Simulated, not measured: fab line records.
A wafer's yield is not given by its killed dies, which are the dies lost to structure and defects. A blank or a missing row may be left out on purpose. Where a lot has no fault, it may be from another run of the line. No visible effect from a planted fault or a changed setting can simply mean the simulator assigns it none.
Matching of chambers | flow nand harc | NHARC_A_WL_FILL_CMP_12 on cmp-02 has 4 sister chambers
The step polishes, t overpolish 30 s, target thk 75 nm. 8 wafers are shown with their chamber, then 12 later ones without.

== EACH WAFER AND ITS CHAMBER ==
wafer  | chamber | motor current A (A) | time to endpoint s (s)
L080.6 | 1       | 12.4                | 13.4
L081.4 | 1       | 11.6                | 16.3
L081.6 | 0       | 13.0                | 14.8
L084.3 | 0       | 13.7                | 18.2
L084.4 | 3       | 12.2                | 18.6
L088.1 | 2       | 12.0                | 18.4
L088.3 | 3       | 12.5                | 22.4
L088.6 | 2       | 12.0                | 20.5

== WAFERS WITH NO CHAMBER GIVEN ==
wafer  | motor current A (A) | time to endpoint s (s)
L090.1 | 13.1                | 19.4
L090.2 | 12.3                | 16.6
L090.3 | 12.1                | 20.0
L093.2 | 11.7                | 18.5
L093.3 | 12.9                | 21.5
L093.6 | 12.0                | 21.5
L097.2 | 11.8                | 16.2
L097.3 | 11.9                | 16.8
L097.6 | 13.5                | 15.5
L095.2 | 13.6                | 19.3
L095.3 | 12.3                | 17.4
L095.4 | 12.3                | 17.0

== CHAMBER TAKEN BY EACH ==
wafer  | from the rows above               | in truth
L090.1 | can't be placed: 0 or 3 or 2      | 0
L090.2 | can't be placed: 1 or 2 or 3 or 0 | 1
L090.3 | can't be placed: 2 or 3 or 1      | 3
L093.2 | can't be placed: 2 or 1 or 3      | 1
L093.3 | can't be placed: 3 or 2 or 0      | 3
L093.6 | can't be placed: 2 or 3           | 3
L097.2 | can't be placed: 1 or 2 or 3      | 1
L097.3 | can't be placed: 1 or 2 or 3      | 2
L097.6 | 0                                 | 0
L095.2 | can't be placed: 0 or 3           | 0
L095.3 | can't be placed: 2 or 1 or 3 or 0 | 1
L095.4 | can't be placed: 1 or 2 or 3 or 0 | 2
Correctly placed: 1 of 12. Can't be placed from these rows: 11 (the true chamber is among the candidates in 11). 0 placed wrongly.
How it was worked out, from the rows above alone: a wafer's distance from a chamber is the root of the sum, over the readings, of the square of ((its reading less the chamber's mean) divided by the reading's scatter). The wafer belongs to the nearest chamber; if the next one is less than 2 further off, it can't be placed. A chamber's mean is the mean of its shown wafers. How the scatter is found: for the shown wafers, subtract from each reading the mean of its chamber, square and add these, divide the total by (wafers less chambers), then take the root.
